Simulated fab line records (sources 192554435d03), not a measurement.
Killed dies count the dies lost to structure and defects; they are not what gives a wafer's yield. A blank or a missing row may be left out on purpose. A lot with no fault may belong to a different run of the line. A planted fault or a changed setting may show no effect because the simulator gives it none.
fab line records -- flow n5_finfet -- part 1 of 2: steps 1 to 21 of 29
[record] lots = 5, wafers = 15, last_day = 18
route steps=1938 shown BEOL_M11@1595 BEOL_M12@1602
lots that met no fault: taken from a fault-free run of the same line
start_h: the number of hours between the record's first day and the start of the first shown wafer of the lot -- wait_h: hours from the lot's prior step to this one -- " same as the row above -- L1.1+2: a single row standing in for several wafers -- - no value, or no start was given -- * or withheld: withheld -- < > ~ a bound
route shown NAME@n: names a module that has steps shown in the file, with the first one's number in the route -- usual: the fault-free wafers' mean and standard deviation -- same: alike in all rows -- chamber/n: place in a boat -- sites: the reading at each site -- _std_site: the values' standard deviation -- _edge_site: mean of outer sites minus mean of inner sites -- radius_mm: for every site, how far away it sits from the centre of the wafer -- mask NAME#n: copy n -- behind: the tool/chamber that last shaped the wafer -- hold: reason for holding the lot/hours on hold/outcome of the hold -- device: names the non-switching transistor (n, p or np) -- end of line: the same wafers' tests at the end of the route -- a step without rows: its recipe alone -- killed: dies lost to structure and defects at the first sort, not the wafer's yield -- map: a wafer's dies, marking killed ones x, the rest . and places with no die _
set.NAME: setting as actually run; set.NAME@STEP: the setting as run at that earlier step -- model.NAME: the simulator's own value behind a step, which no gauge read
a table for each step, a row for each wafer; lots at some steps of the route
services: a tool's chamber out of use, with start hour (start_h, from the record's first day; less than 0 if before it), hours out, and reason
[[steps]]
[step N5_BEOL_M11_ANNEAL_51]
[recipe] temp_c = 225, time_s = 90, ambient = N2
[usual] anneal_temp_c_max = 226.3/0.39, wafer_temp_C_max = 226.3/0.53
lot.wafer,tool,chamber,start_h,wait_h,anneal_temp_c_max,wafer_temp_C_max
L076.1,rtp_anneal-01,0,246.27,0.1,225.9,225.8
L076.2,rtp_anneal-01,0,246.27,0.1,226.1,225.9
L076.6,rtp_anneal-01,0,246.27,0.1,226.1,225.7
L079.4,rtp_anneal-02,0,246.94,0.3,226.6,227.1
L079.5,rtp_anneal-02,0,246.94,0.3,226.5,226.5
L079.6,rtp_anneal-02,0,246.94,0.3,226.5,226.9
L081.1,rtp_anneal-01,0,278.03,0.2,226.0,225.6
L081.4,rtp_anneal-01,0,278.03,0.2,226.8,225.8
L081.6,rtp_anneal-01,0,278.03,0.2,226.1,225.8
L090.4,rtp_anneal-01,0,337.34,0.3,225.7,225.7
L090.5,rtp_anneal-01,0,337.34,0.3,225.9,225.9
L090.6,rtp_anneal-01,0,337.34,0.3,225.7,225.8
L096.2,rtp_anneal-01,0,377.23,0.1,226.7,225.7
L096.3,rtp_anneal-01,0,377.23,0.1,226.1,225.9
L096.5,rtp_anneal-01,0,377.23,0.1,226.4,225.9
[step N5_BEOL_M11_CMP_52]
[recipe] stop_on = SiCOH_lowk, t_overpolish_s = 7, down_force_psi = 1, platen_rpm = 50, clearing_platen_down_force_psi = 1.5, clearing_platen_rpm = 50, post_cmp_clean = cu_alkaline, target_thk_nm = 140, clearing_platen_pad_velocity_m_s = 0.99484, pad_velocity_m_s = 0.99484
[usual] barrier_field_endpoint_s = 29.1/0.86, head_pressure_psi = 0.9996/0.0021, motor_current_A = 6.1/0.66, overpolish_run_s = 7.000/0.0081, time_to_endpoint_s = 67/3.5
lot.wafer,tool,chamber,start_h,wait_h,barrier_field_endpoint_s,head_pressure_psi,motor_current_A,overpolish_run_s,time_to_endpoint_s
L076.2,cmp-03,3,246.57,0.2,27.5,1.0000,6.6,6.997,69
L076.1,cmp-03,0,246.57,0.2,27.9,1.0003,7.1,6.991,70
L076.6,cmp-03,0,246.57,0.2,28.9,1.0012,7.3,6.995,67
L079.4,cmp-01,2,247.10,0.1,28.6,0.9995,6.5,7.006,66
L079.6,cmp-01,2,247.10,0.1,28.7,1.0016,6.5,7.007,67
L079.5,cmp-01,3,247.10,0.1,28.0,0.9978,6.7,7.004,67
L081.1,cmp-03,2,278.37,0.3,28.7,1.0002,6.4,7.005,67
L081.4,cmp-03,3,278.37,0.3,28.5,0.9998,6.5,6.991,68
L081.6,cmp-03,2,278.37,0.3,28.9,0.9988,6.0,7.006,69
L090.4,cmp-01,1,337.54,0.2,29.9,1.0026,5.0,7.006,68
L090.5,cmp-01,0,337.54,0.2,30.2,0.9971,5.3,7.010,73
L090.6,cmp-01,1,337.54,0.2,29.2,0.9996,5.0,6.994,69
L096.2,cmp-01,2,377.52,0.2,28.3,1.0003,7.0,7.003,64
L096.3,cmp-01,3,377.52,0.2,30.1,0.9988,6.7,7.001,69
L096.5,cmp-01,1,377.52,0.2,29.3,0.9954,5.0,6.984,66
[step N5_BEOL_M11_THK_MEAS_53]
[recipe] thk_meas_gauge = xrf, reads = Cu_of_BEOL_M11_ECD_50
[usual] M11_THK = 142/3.5
lot.wafer,tool,chamber,start_h,wait_h,M11_THK[nm]
L076.1,film_metro-02,-,246.86,-,141
L076.2,film_metro-02,-,246.86,-,140
L076.6,film_metro-02,-,246.86,-,139
L079.4,film_metro-02,-,247.39,-,141
L079.5,film_metro-02,-,247.39,-,146
L079.6,film_metro-02,-,247.39,-,139
L081.1,film_metro-02,-,278.62,-,138
L081.4,film_metro-02,-,278.62,-,146
L081.6,film_metro-02,-,278.62,-,146
L090.4,film_metro-01,-,337.80,-,142
L090.5,film_metro-01,-,337.80,-,141
L090.6,film_metro-01,-,337.80,-,131
L096.2,film_metro-02,-,377.78,-,144
L096.3,film_metro-02,-,377.78,-,142
L096.5,film_metro-02,-,377.78,-,138
[step N5_BEOL_M11_PRE_CLEAN_55]
[recipe] gas = NH3, time_s = 15, temp_c = withheld, rf_power_w = 300
[usual] rf_fwd_power_W = 295.3/1.2
lot.wafer,tool,chamber,start_h,wait_h,rf_fwd_power_W
L076.1,pecvd-02,0,246.90,0.0,294.2
L076.2,pecvd-02,2,246.90,0.0,297.4
L076.6,pecvd-02,0,246.90,0.0,296.2
L079.4,pecvd-02,1,247.44,0.0,294.8
L079.5,pecvd-02,2,247.44,0.0,295.2
L079.6,pecvd-02,0,247.44,0.0,295.6
L081.1,pecvd-02,2,278.66,0.0,295.9
L081.4,pecvd-02,2,278.66,0.0,298.1
L081.6,pecvd-02,1,278.66,0.0,295.0
L090.4,pecvd-03,0,337.85,0.0,297.3
L090.5,pecvd-03,2,337.85,0.0,295.8
L090.6,pecvd-03,1,337.85,0.0,295.9
L096.2,pecvd-02,1,377.81,0.0,293.7
L096.3,pecvd-02,2,377.81,0.0,296.0
L096.5,pecvd-02,0,377.81,0.0,293.8
[step N5_BEOL_M11_DEP_56]
[recipe] material = SiCN, target_thk_a = 300, temp_c = withheld, precursor = 3MS/NH3, pressure_torr = 3, rf_w = 675, time_s = 10.5
[usual] rf_fwd_power_W = 666.5/2.7, showerhead_plenum_p_Torr = 4.17/0.034, throttle_valve_pct = 18.3/0.51
lot.wafer,tool,chamber,start_h,wait_h,rf_fwd_power_W,showerhead_plenum_p_Torr,throttle_valve_pct
L076.1,pecvd-02,0,246.93,0.0,665.0,4.19,18.7
L076.2,pecvd-02,2,246.93,0.0,667.4,4.11,18.2
L076.6,pecvd-02,0,246.93,0.0,670.7,4.18,18.6
L079.4,pecvd-02,1,247.47,0.0,662.1,4.19,19.3
L079.5,pecvd-02,2,247.47,0.0,670.4,4.10,18.1
L079.6,pecvd-02,0,247.47,0.0,665.8,4.17,18.4
L081.1,pecvd-02,2,278.69,0.0,664.8,4.12,18.3
L081.4,pecvd-02,2,278.69,0.0,665.5,4.12,18.1
L081.6,pecvd-02,1,278.69,0.0,664.6,4.19,19.0
L090.4,pecvd-03,0,337.88,0.0,668.1,4.14,18.1
L090.5,pecvd-03,2,337.88,0.0,667.2,4.15,17.5
L090.6,pecvd-03,1,337.88,0.0,663.9,4.16,18.9
L096.2,pecvd-02,1,377.84,0.0,664.7,4.20,19.0
L096.3,pecvd-02,2,377.84,0.0,671.2,4.12,18.4
L096.5,pecvd-02,0,377.84,0.0,667.9,4.18,18.5
[step N5_BEOL_M11_RS_MEAS_57]
[recipe] thk_meas_gauge = four-point-probe, reads = Cu_of_BEOL_M11_ECD_50+Co_of_BEOL_M11_CVD_75+TaN_of_BEOL_M11_ALD_74
[usual] M11_RS = 0.151/0.0041
lot.wafer,tool,chamber,start_h,wait_h,M11_RS[ohm/sq]
L076.1,film_metro-02,-,246.99,0.0,0.151
L076.2,film_metro-02,-,246.99,0.0,0.153
L076.6,film_metro-02,-,246.99,0.0,0.154
L079.4,film_metro-02,-,247.52,0.0,0.152
L079.5,film_metro-02,-,247.52,0.0,0.147
L079.6,film_metro-02,-,247.52,0.0,0.154
L081.1,film_metro-02,-,278.75,0.0,0.154
L081.4,film_metro-02,-,278.75,0.0,0.146
L081.6,film_metro-02,-,278.75,0.0,0.145
L090.4,film_metro-02,-,337.93,0.0,0.149
L090.5,film_metro-02,-,337.93,0.0,0.149
L090.6,film_metro-02,-,337.93,0.0,0.162
L096.2,film_metro-02,-,377.90,0.0,0.145
L096.3,film_metro-02,-,377.90,0.0,0.148
L096.5,film_metro-02,-,377.90,0.0,0.154
[step N5_BEOL_M11_INSPECT_58]
[recipe] inspect_instrument = darkfield, mode = post_dep
[usual] raw_defect_count = 69/22
lot.wafer,tool,chamber,start_h,wait_h,raw_defect_count
L076.1,defect_inspect-02,-,247.01,0.0,77
L076.2,defect_inspect-02,-,247.01,0.0,33
L076.6,defect_inspect-02,-,247.01,0.0,41
L079.4,defect_inspect-01,-,247.54,0.0,79
L079.5,defect_inspect-01,-,247.54,0.0,46
L079.6,defect_inspect-01,-,247.54,0.0,79
L081.1,defect_inspect-02,-,278.77,0.0,63
L081.4,defect_inspect-02,-,278.77,0.0,60
L081.6,defect_inspect-02,-,278.77,0.0,61
L090.4,defect_inspect-01,-,337.95,0.0,68
L090.5,defect_inspect-01,-,337.95,0.0,57
L090.6,defect_inspect-01,-,337.95,0.0,49
L096.2,defect_inspect-01,-,377.93,0.0,111
L096.3,defect_inspect-01,-,377.93,0.0,107
L096.5,defect_inspect-01,-,377.93,0.0,53
[step N5_BEOL_M12_ILD_DEP_00]
[recipe] material = SiOC, target_thk_a = 6589.2, temp_c = 350, precursor = DEMS/O2, pressure_torr = 5, rf_w = 500, time_s = 130.7
[usual] heater_power_w = 474/87, rf_fwd_power_W = 497.9/1.4, showerhead_plenum_p_Torr = 5.702/0.019, throttle_valve_pct = 11.9/0.46
lot.wafer,tool,chamber,start_h,wait_h,heater_power_w,rf_fwd_power_W,showerhead_plenum_p_Torr,throttle_valve_pct
L076.1,pecvd-01,0,247.05,0.0,580,499.3,5.707,12.0
L076.2,pecvd-01,2,247.05,0.0,458,494.0,5.707,11.1
L076.6,pecvd-01,2,247.05,0.0,463,497.7,5.685,11.0
L079.4,pecvd-04,0,247.63,0.1,469,499.9,5.717,11.7
L079.5,pecvd-04,1,247.63,0.1,653,496.2,5.690,11.7
L079.6,pecvd-04,2,247.63,0.1,652,496.8,5.722,11.6
L081.1,pecvd-02,1,278.81,0.0,498,497.3,5.717,12.3
L081.4,pecvd-02,2,278.81,0.0,358,495.3,5.670,12.0
L081.6,pecvd-02,0,278.81,0.0,445,496.6,5.704,12.4
L090.4,pecvd-02,0,338.04,0.1,451,499.3,5.719,12.1
L090.5,pecvd-02,1,338.04,0.1,492,495.9,5.717,12.4
L090.6,pecvd-02,0,338.04,0.1,469,497.7,5.710,12.1
L096.2,pecvd-01,0,377.97,0.0,551,496.2,5.706,11.9
L096.3,pecvd-01,1,377.97,0.0,404,499.1,5.687,11.3
L096.5,pecvd-01,2,377.97,0.0,480,498.9,5.709,11.4
[step N5_BEOL_M12_THK_MEAS_01]
[recipe] reads = SiOC_of_BEOL_M12_ILD_DEP_00
[usual] M12_ILD_THK = 656/9.4
lot.wafer,tool,chamber,start_h,wait_h,M12_ILD_THK[nm]
L076.1,film_metro-01,-,247.18,0.1,648
L076.2,film_metro-01,-,247.18,0.1,652
L076.6,film_metro-01,-,247.18,0.1,671
L079.4,film_metro-01,-,247.71,0.0,660
L079.5,film_metro-01,-,247.71,0.0,675
L079.6,film_metro-01,-,247.71,0.0,681
L081.1,film_metro-02,-,278.94,0.1,653
L081.4,film_metro-02,-,278.94,0.1,680
L081.6,film_metro-02,-,278.94,0.1,670
L090.4,film_metro-01,-,338.17,0.1,657
L090.5,film_metro-01,-,338.17,0.1,648
L090.6,film_metro-01,-,338.17,0.1,655
L096.2,film_metro-01,-,378.10,0.1,645
L096.3,film_metro-01,-,378.10,0.1,649
L096.5,film_metro-01,-,378.10,0.1,662
[step N5_BEOL_M12_COAT_58]
[recipe] resist = BARC, temp_c = 205, time_s = 60, spin_rpm = 1500, resist_thk_nm = 89
[usual] exhaust_pa = 44.8/0.97
lot.wafer,tool,chamber,start_h,wait_h,exhaust_pa
L076.1,litho_track-05,0,247.21,0.0,44.9
L076.2,litho_track-05,0,247.21,0.0,45.4
L076.6,litho_track-05,0,247.21,0.0,46.0
L079.4,litho_track-04,0,247.74,0.0,44.7
L079.5,litho_track-04,0,247.74,0.0,45.4
L079.6,litho_track-04,0,247.74,0.0,47.1
L081.1,litho_track-03,0,278.97,0.0,41.6
L081.4,litho_track-03,0,278.97,0.0,43.5
L081.6,litho_track-03,0,278.97,0.0,43.5
L090.4,litho_track-03,0,338.20,0.0,44.2
L090.5,litho_track-03,0,338.20,0.0,44.0
L090.6,litho_track-03,0,338.20,0.0,44.8
L096.2,litho_track-03,0,378.13,0.0,44.7
L096.3,litho_track-03,0,378.13,0.0,44.6
L096.5,litho_track-03,0,378.13,0.0,44.6
[step N5_BEOL_M12_COAT_04]
[recipe] spin_rpm = 1625, resist_thk_nm = 400
[usual] exhaust_pa = 44.9/0.91
lot.wafer,tool,chamber,start_h,wait_h,exhaust_pa
L076.1,litho_track-05,0,-,-,44.3
L076.2,litho_track-05,0,-,-,44.4
L076.6,litho_track-05,0,-,-,44.5
L079.4,litho_track-04,0,-,-,46.3
L079.5,litho_track-04,0,-,-,46.2
L079.6,litho_track-04,0,-,-,45.1
L081.1,litho_track-03,0,-,-,45.6
L081.4,litho_track-03,0,-,-,45.3
L081.6,litho_track-03,0,-,-,45.3
L090.4,litho_track-03,0,-,-,43.5
L090.5,litho_track-03,0,-,-,43.5
L090.6,litho_track-03,0,-,-,43.5
L096.2,litho_track-03,0,-,-,43.5
L096.3,litho_track-03,0,-,-,44.5
L096.5,litho_track-03,0,-,-,43.9
[step N5_BEOL_M12_EBR_06]
[recipe] solvent = PGMEA, ebr_width_mm = 1.5
[usual] exhaust_pa = 45.1/0.96
lot.wafer,tool,chamber,start_h,wait_h,exhaust_pa
L076.1,litho_track-05,0,-,-,46.2
L076.2,litho_track-05,0,-,-,44.4
L076.6,litho_track-05,0,-,-,47.0
L079.4,litho_track-04,0,-,-,43.1
L079.5,litho_track-04,0,-,-,44.2
L079.6,litho_track-04,0,-,-,44.4
L081.1,litho_track-03,0,-,-,44.4
L081.4,litho_track-03,0,-,-,43.4
L081.6,litho_track-03,0,-,-,42.5
L090.4,litho_track-03,0,-,-,45.4
L090.5,litho_track-03,0,-,-,43.9
L090.6,litho_track-03,0,-,-,44.2
L096.2,litho_track-03,0,-,-,45.8
L096.3,litho_track-03,0,-,-,45.9
L096.5,litho_track-03,0,-,-,47.2
[step N5_BEOL_M12_SOFTBAKE_05]
[recipe] temp_c = 130, time_s = 60
[usual] exhaust_pa = 45.0/1
lot.wafer,tool,chamber,start_h,wait_h,exhaust_pa
L076.1,litho_track-05,0,-,-,43.9
L076.2,litho_track-05,0,-,-,44.1
L076.6,litho_track-05,0,-,-,43.7
L079.4,litho_track-04,0,-,-,46.0
L079.5,litho_track-04,0,-,-,45.8
L079.6,litho_track-04,0,-,-,46.3
L081.1,litho_track-03,0,-,-,44.4
L081.4,litho_track-03,0,-,-,45.2
L081.6,litho_track-03,0,-,-,45.5
L090.4,litho_track-03,0,-,-,45.1
L090.5,litho_track-03,0,-,-,45.3
L090.6,litho_track-03,0,-,-,46.7
L096.2,litho_track-03,0,-,-,44.9
L096.3,litho_track-03,0,-,-,44.0
L096.5,litho_track-03,0,-,-,44.5
[step N5_BEOL_M12_EXPOSE_07]
[recipe] mask_id = V11, na = 0.93, source_shape = conventional, sigma_outer = 0.6, polarization = unpolarized, attpsm_phase_deg = 180, dose_mj = 32.5
[usual] focus_offset_nm = 0.0/0.45
[same] sigma_outer = 0.6
lot.wafer,tool,chamber,start_h,wait_h,mask,focus_offset_nm
L076.1,krf_scanner-02,0,247.44,-,V11#0,0.3
L076.2,krf_scanner-02,0,247.44,-,V11#0,0.1
L076.6,krf_scanner-02,0,247.44,-,V11#0,-0.1
L079.4,krf_scanner-02,0,247.86,-,V11#0,0.1
L079.5,krf_scanner-02,0,247.86,-,V11#0,-0.1
L079.6,krf_scanner-02,0,247.86,-,V11#0,0.5
L081.1,krf_scanner-02,0,279.07,-,V11#0,-0.1
L081.4,krf_scanner-02,0,279.07,-,V11#0,-0.2
L081.6,krf_scanner-02,0,279.07,-,V11#0,-0.3
L090.4,krf_scanner-01,0,338.32,-,V11#0,-0.7
L090.5,krf_scanner-01,0,338.32,-,V11#0,-0.5
L090.6,krf_scanner-01,0,338.32,-,V11#0,-0.2
L096.2,krf_scanner-02,0,378.36,-,V11#0,0.0
L096.3,krf_scanner-02,0,378.36,-,V11#0,0.1
L096.5,krf_scanner-02,0,378.36,-,V11#0,-0.2
[step N5_BEOL_M12_PEB_08]
[recipe] peb_temp_c = 130, peb_time_s = 90
[usual] exhaust_pa = 45.0/0.75
lot.wafer,tool,chamber,start_h,wait_h,exhaust_pa
L076.1,litho_track-03,0,247.50,0.1,44.9
L076.2,litho_track-03,0,247.50,0.1,45.9
L076.6,litho_track-03,0,247.50,0.1,46.1
L079.4,litho_track-04,0,247.90,0.0,45.1
L079.5,litho_track-04,0,247.90,0.0,44.8
L079.6,litho_track-04,0,247.90,0.0,45.9
L081.1,litho_track-03,0,279.13,0.1,45.2
L081.4,litho_track-03,0,279.13,0.1,45.4
L081.6,litho_track-03,0,279.13,0.1,46.1
L090.4,litho_track-04,0,338.36,0.0,45.1
L090.5,litho_track-04,0,338.36,0.0,44.4
L090.6,litho_track-04,0,338.36,0.0,44.5
L096.2,litho_track-03,0,378.41,0.0,44.6
L096.3,litho_track-03,0,378.41,0.0,44.3
L096.5,litho_track-03,0,378.41,0.0,45.2
[step N5_BEOL_M12_DEVELOP_09]
[recipe] develop_time_s = 45, rinse_liquid = diw, dry = air_spin, dev_temp_c = 21
[usual] exhaust_pa = 44.8/0.84
[same] develop_time_s = 45
lot.wafer,tool,chamber,start_h,wait_h,exhaust_pa
L076.1,litho_track-03,0,-,-,45.6
L076.2,litho_track-03,0,-,-,45.0
L076.6,litho_track-03,0,-,-,46.1
L079.4,litho_track-04,0,-,-,44.6
L079.5,litho_track-04,0,-,-,45.3
L079.6,litho_track-04,0,-,-,43.3
L081.1,litho_track-03,0,-,-,44.6
L081.4,litho_track-03,0,-,-,45.1
L081.6,litho_track-03,0,-,-,45.3
L090.4,litho_track-04,0,-,-,43.9
L090.5,litho_track-04,0,-,-,44.3
L090.6,litho_track-04,0,-,-,43.7
L096.2,litho_track-03,0,-,-,45.5
L096.3,litho_track-03,0,-,-,44.5
L096.5,litho_track-03,0,-,-,45.4
[step N5_BEOL_M12_HARDBAKE_14]
[recipe] temp_c = 130, time_s = 120
[usual] exhaust_pa = 45.1/0.88
lot.wafer,tool,chamber,start_h,wait_h,exhaust_pa
L076.1,litho_track-03,0,-,-,44.6
L076.2,litho_track-03,0,-,-,44.6
L076.6,litho_track-03,0,-,-,44.2
L079.4,litho_track-04,0,-,-,45.3
L079.5,litho_track-04,0,-,-,44.5
L079.6,litho_track-04,0,-,-,44.8
L081.1,litho_track-03,0,-,-,44.6
L081.4,litho_track-03,0,-,-,44.5
L081.6,litho_track-03,0,-,-,47.1
L090.4,litho_track-04,0,-,-,43.8
L090.5,litho_track-04,0,-,-,44.8
L090.6,litho_track-04,0,-,-,43.8
L096.2,litho_track-03,0,-,-,45.0
L096.3,litho_track-03,0,-,-,43.3
L096.5,litho_track-03,0,-,-,45.7
[step N5_BEOL_M12_CD_MEAS_10]
[recipe] target_cd_nm = 140, landing_energy_ev = 500, detector = se_inlens, polarity = opening
[usual] cd_nm = 141.0/2.7
lot.wafer,tool,chamber,start_h,wait_h,cd_nm
L076.1,cd_sem-02,0,247.61,-,144.3
L076.2,cd_sem-02,0,247.61,-,139.8
L076.6,cd_sem-02,0,247.61,-,143.1
L079.4,cd_sem-03,0,248.02,-,143.8
L079.5,cd_sem-03,0,248.02,-,142.7
L079.6,cd_sem-03,0,248.02,-,144.7
L081.1,cd_sem-03,0,279.25,-,143.0
L081.4,cd_sem-03,0,279.25,-,143.4
L081.6,cd_sem-03,0,279.25,-,136.2
L090.4,cd_sem-01,0,338.48,-,140.2
L090.5,cd_sem-01,0,338.48,-,145.8
L090.6,cd_sem-01,0,338.48,-,142.8
L096.2,cd_sem-01,0,378.53,-,137.1
L096.3,cd_sem-01,0,378.53,-,140.8
L096.5,cd_sem-01,0,378.53,-,144.4
[step N5_BEOL_M12_OVL_MEAS_11]
[recipe] points_per_wafer = 44
[usual] V11_OVL = 2/4.4
lot.wafer,tool,chamber,start_h,wait_h,V11_OVL[nm]
L076.1,overlay-02,0,247.64,0.0,-6
L076.2,overlay-02,0,247.64,0.0,-6
L076.6,overlay-02,0,247.64,0.0,-7
L079.4,overlay-02,0,248.05,0.0,5
L079.5,overlay-02,0,248.05,0.0,6
L079.6,overlay-02,0,248.05,0.0,7
L081.1,overlay-02,0,279.28,0.0,-4
L081.4,overlay-02,0,279.28,0.0,2
L081.6,overlay-02,0,279.28,0.0,-3
L090.4,overlay-01,0,338.50,0.0,-1
L090.5,overlay-01,0,338.50,0.0,4
L090.6,overlay-01,0,338.50,0.0,3
L096.2,overlay-01,0,378.56,0.0,-1
L096.3,overlay-01,0,378.56,0.0,4
L096.5,overlay-01,0,378.56,0.0,-2
[step N5_BEOL_M12_INSPECT_12]
[recipe] mode = adi, inspect_instrument = macro
[usual] raw_defect_count = 2.2/1.5
lot.wafer,tool,chamber,start_h,wait_h,raw_defect_count
L076.1,defect_inspect-01,-,247.67,0.0,1
L076.2,defect_inspect-01,-,247.67,0.0,2
L076.6,defect_inspect-01,-,247.67,0.0,2
L079.4,defect_inspect-01,-,248.07,0.0,0
L079.5,defect_inspect-01,-,248.07,0.0,2
L079.6,defect_inspect-01,-,248.07,0.0,1
L081.1,defect_inspect-01,-,279.30,0.0,0
L081.4,defect_inspect-01,-,279.30,0.0,0
L081.6,defect_inspect-01,-,279.30,0.0,1
L090.4,defect_inspect-02,-,338.53,0.0,1
L090.5,defect_inspect-02,-,338.53,0.0,4
L090.6,defect_inspect-02,-,338.53,0.0,4
L096.2,defect_inspect-01,-,378.58,0.0,2
L096.3,defect_inspect-01,-,378.58,0.0,3
L096.5,defect_inspect-01,-,378.58,0.0,1
[step N5_BEOL_M12_DESCUM_15]
[recipe] chemistry = O2, time_s = 7.9, source_power_w = 50, bias_power_w = 20, pressure_mtorr = 20, rf_frequency_hz = 2.712e+07, temp_c = 40, o2_flow_sccm = 225
[usual] drypump_motor_current_A = 5.4/0.41, oes_product_au = 0.79/0.073, rf_fwd_power_W = 49.23/0.24, rf_vpp_V = 243.7/1.2, showerhead_plenum_p_Torr = 2.13/0.065, throttle_valve_pct = 20.42/0.24
lot.wafer,tool,chamber,start_h,wait_h,drypump_motor_current_A,oes_product_au,rf_fwd_power_W,rf_hours_counter_h,rf_vpp_V,showerhead_plenum_p_Torr,throttle_valve_pct
L076.1,rie_diel-02,3,247.70,0.0,5.2,0.73,49.34,152,243.8,2.11,20.58
L076.2,rie_diel-02,1,247.70,0.0,5.0,0.78,49.64,121,245.1,2.22,20.56
L076.6,rie_diel-02,1,247.70,0.0,4.9,0.77,49.59,-,243.9,2.22,20.58
L079.4,rie_diel-05,2,248.10,0.0,5.2,0.95,49.47,12,242.8,2.15,20.11
L079.5,rie_diel-05,1,248.10,0.0,5.6,0.75,48.83,-,244.8,2.22,20.27
L079.6,rie_diel-05,2,248.10,0.0,5.2,0.95,49.21,-,244.1,2.15,20.11
L081.1,rie_diel-02,1,280.00,0.7,5.0,0.76,49.63,132,244.8,2.21,20.58
L081.4,rie_diel-02,2,280.00,0.7,6.3,0.81,49.19,86,244.8,2.18,20.28
L081.6,rie_diel-02,0,280.00,0.7,4.9,0.75,49.18,-,243.2,2.08,20.42
L090.4,rie_diel-05,1,338.56,0.0,5.6,0.71,48.90,192,243.1,2.21,20.31
L090.5,rie_diel-05,2,338.56,0.0,5.2,0.89,49.44,-,243.7,2.14,20.14
L090.6,rie_diel-05,3,338.56,0.0,5.1,0.78,49.16,-,241.3,2.11,20.68
L096.2,rie_diel-02,1,378.61,0.0,5.0,0.72,49.23,165,245.5,2.20,20.62
L096.3,rie_diel-02,0,378.61,0.0,4.8,0.72,49.40,219,243.7,2.07,20.46
L096.5,rie_diel-02,0,378.61,0.0,4.9,0.72,49.30,-,242.3,2.07,20.48
